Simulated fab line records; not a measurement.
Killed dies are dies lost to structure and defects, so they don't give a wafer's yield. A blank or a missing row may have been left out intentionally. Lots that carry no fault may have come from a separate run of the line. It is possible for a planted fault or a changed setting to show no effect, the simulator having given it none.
Chamber matching ; flow n5-finfet ; rie-diel-02 running N5_DUMMY_REMOVAL_STRIP_10: 4 sister chambers
The step strips in N2/H2, time 40 s. 27 wafers are shown with their chamber, then 12 later ones without.

== EACH WAFER AND ITS CHAMBER ==
wafer;chamber;showerhead-plenum-p-Torr (Torr);drypump-motor-current-A (A);throttle-valve-pct (%)
L074.2;0;3.37;6.3;12.17
L074.4;0;3.37;6.3;12.15
L074.6;1;3.37;6.4;12.03
L076.2;1;3.37;6.4;12.04
L076.3;2;3.44;6.4;11.76
L076.4;1;3.37;6.4;12.02
L077.2;1;3.37;6.4;12.04
L077.4;1;3.37;6.4;12.05
L077.5;0;3.36;6.3;12.18
L079.2;2;3.44;6.4;11.79
L079.3;1;3.36;6.4;12.07
L079.4;3;3.57;5.5;11.80
L080.1;2;3.44;6.4;11.79
L080.3;3;3.57;5.6;11.80
L080.4;1;3.36;6.4;12.07
L081.3;3;3.57;5.5;11.83
L081.5;0;3.36;6.3;12.19
L081.6;3;3.57;5.5;11.82
L082.1;1;3.36;6.4;12.08
L082.3;3;3.57;5.6;11.84
L082.5;2;3.44;6.3;11.80
L084.2;2;3.43;6.3;11.82
L084.5;2;3.43;6.4;11.82
L084.6;3;3.57;5.6;11.83
L088.1;2;3.43;6.4;11.84
L088.2;1;3.36;6.4;12.09
L088.4;3;3.56;5.6;11.86

SIGNATURES, as means of the wafers listed above
reading;chamber 0;chamber 1;chamber 2;chamber 3;scatter within a chamber
showerhead-plenum-p-Torr;3.3650;3.3656;3.4357;3.5686;0.00502
drypump-motor-current-A;6.300;6.400;6.371;5.557;0.037
throttle-valve-pct;12.1725;12.0544;11.8029;11.8257;0.0232
Rule: a wafer's distance from a chamber is the root of the sum, over the readings, of the square of ((its reading less the chamber's mean) divided by the reading's scatter). The wafer belongs to the nearest chamber; if the next one is less than 2 further off, it can't be placed. How the scatter is found: for the shown wafers, subtract from each reading the mean of its chamber, square and add these, divide the total by (wafers less chambers), then take the root.

== WAFERS WITH NO CHAMBER GIVEN ==
wafer;showerhead-plenum-p-Torr (Torr);drypump-motor-current-A (A);throttle-valve-pct (%)
L089.3;3.43;6.4;11.83
L089.4;3.43;6.4;11.85
L089.6;3.56;5.5;11.88
L090.2;3.35;6.3;12.24
L090.4;3.35;6.3;12.24
L090.5;3.56;5.6;11.87
L094.1;3.34;6.3;12.29
L094.4;3.35;6.5;12.13
L094.5;3.56;5.6;11.90
L097.4;3.55;5.6;11.91
L097.5;3.34;6.3;12.29
L097.6;3.35;6.4;12.14

== WHICH CHAMBER EACH ONE RAN IN ==
wafer;from the rows above;in truth
L089.3;2;2
L089.4;2;2
L089.6;3;3
L090.2;0;0
L090.4;0;0
L090.5;3;3
L094.1;0;0
L094.4;can't be placed: 1 or 0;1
L094.5;3;3
L097.4;3;3
L097.5;0;0
L097.6;can't be placed: 0 or 1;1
Placed correctly: 10 of 12. Unplaceable from these rows: 2, with the true chamber sitting among the candidates in 2. 0 placed wrongly.
